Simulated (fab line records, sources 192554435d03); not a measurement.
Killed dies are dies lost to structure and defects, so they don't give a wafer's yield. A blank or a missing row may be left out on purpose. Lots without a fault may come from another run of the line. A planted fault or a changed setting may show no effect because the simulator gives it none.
Problem report in the 8D (eight disciplines) form, filled by code | flow n5_finfet | the parts of the form that need people (team, actions taken, sign-off) are left out

1. THE PROBLEM
killed_at_contacts at N5_PASSIVATION_PROBE_49 reads a mean of 1082 on 3 wafers of 3 lots; wafers without a fault read 13 with a standard deviation of 6.3. That is +99 or more standard deviations from the usual mean.
First seen on wafer L494.2, day 14 23:43, on prober-02. The record holds 13 wafers of 5 lots with a number at this step. Rule for "out", or "out of limits": more than 4 standard deviations from the usual mean. The other wafers with a number count as sound.

2. WHAT IT IS AND WHAT IT IS NOT
question                    | is                                             | is not
which readings at this step | killed_at_contacts, killed_dies, killed_on_rim | killed_at_M0_to_M3, killed_at_front_end, killed_at_other, killed_open, killed_short
which lots                  | L493, L494, L495                               | L484, L489
which wafers of those lots  | L493.5, L494.2, L495.2                         | L493.4, L493.6, L494.4, L495.3
read on which tools         | prober-02                                      | -
when                        | from day 14 23:43                              | up to then (6 sound wafers); but 4 sound wafers of L493, L494, L495 came after

3. SUSPECTS, AND WHAT RULES EACH OUT
Counting: a tool at a process step up to the reading stays a suspect if it ran every lot that is out. Sound lots after the first of them don't rule it out here, since some wafers of a struck lot are sound.
- ald_sin-01 at N5_MOL_CONTACT_COAG_ALD_133 (deposits SiO2, target thk 5 nm, pulse time 1 s, co reactant pulse time 1 s): kept. It ran every lot that is out, first L493 (day 8 06:40); its last sound lot up to then is L484 (day 5 18:41).
- prober-02 at N5_PASSIVATION_PROBE_49: kept. It ran every lot that is out, first L494 (day 14 23:43); its last sound lot up to then is L489 (day 13 15:41). Its own readings are out on those wafers: killed_at_contacts, killed_dies, killed_on_rim.
Left after counting: ald_sin-01 at N5_MOL_CONTACT_COAG_ALD_133, prober-02 at N5_PASSIVATION_PROBE_49.

4. THE CAUSE (what the simulator had put in)
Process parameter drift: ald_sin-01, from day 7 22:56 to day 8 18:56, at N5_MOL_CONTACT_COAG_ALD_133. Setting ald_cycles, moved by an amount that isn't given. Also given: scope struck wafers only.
Counting left 2 suspects, and this tool is among them.

5. THE CHAIN OF EFFECTS, in route order
Each row: a reading whose mean over the struck wafers that have a number lies more than 3 standard deviations from the usual. Only readings for which the record gives a usual standard deviation are gone through. hours: the time from each lot's start at the first step in this table that gives one to its start at this step, as a median over the lots. sigmas: the change in usual standard deviations.
hours | step                    | reading            | usual | on struck wafers | change | sigmas
0     | N5_PASSIVATION_PROBE_49 | killed_at_contacts | 13    | 1082             | +1069  | +99 or more
0     | N5_PASSIVATION_PROBE_49 | killed_dies        | 104   | 1180             | +1076  | +57
0     | N5_PASSIVATION_PROBE_49 | killed_on_rim      | 14    | 152              | +138   | +33
The process steps in it:
- N5_PASSIVATION_PROBE_49

6. WHAT WOULD HAVE CAUGHT IT SOONER
In this record the first reading out of limits was taken at day 14 23:43, 169 hours after the fault began at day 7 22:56.
Of the tool readings at N5_MOL_CONTACT_COAG_ALD_133 for which the record gives a usual standard deviation, none was out on any struck wafer, so an alarm limit of 4 standard deviations on them would not have fired.
All the lots that are out (3) had begun N5_MOL_CONTACT_COAG_ALD_133 on ald_sin-01 by day 14 23:43. A hold on the tool at that time would have spared none of them.
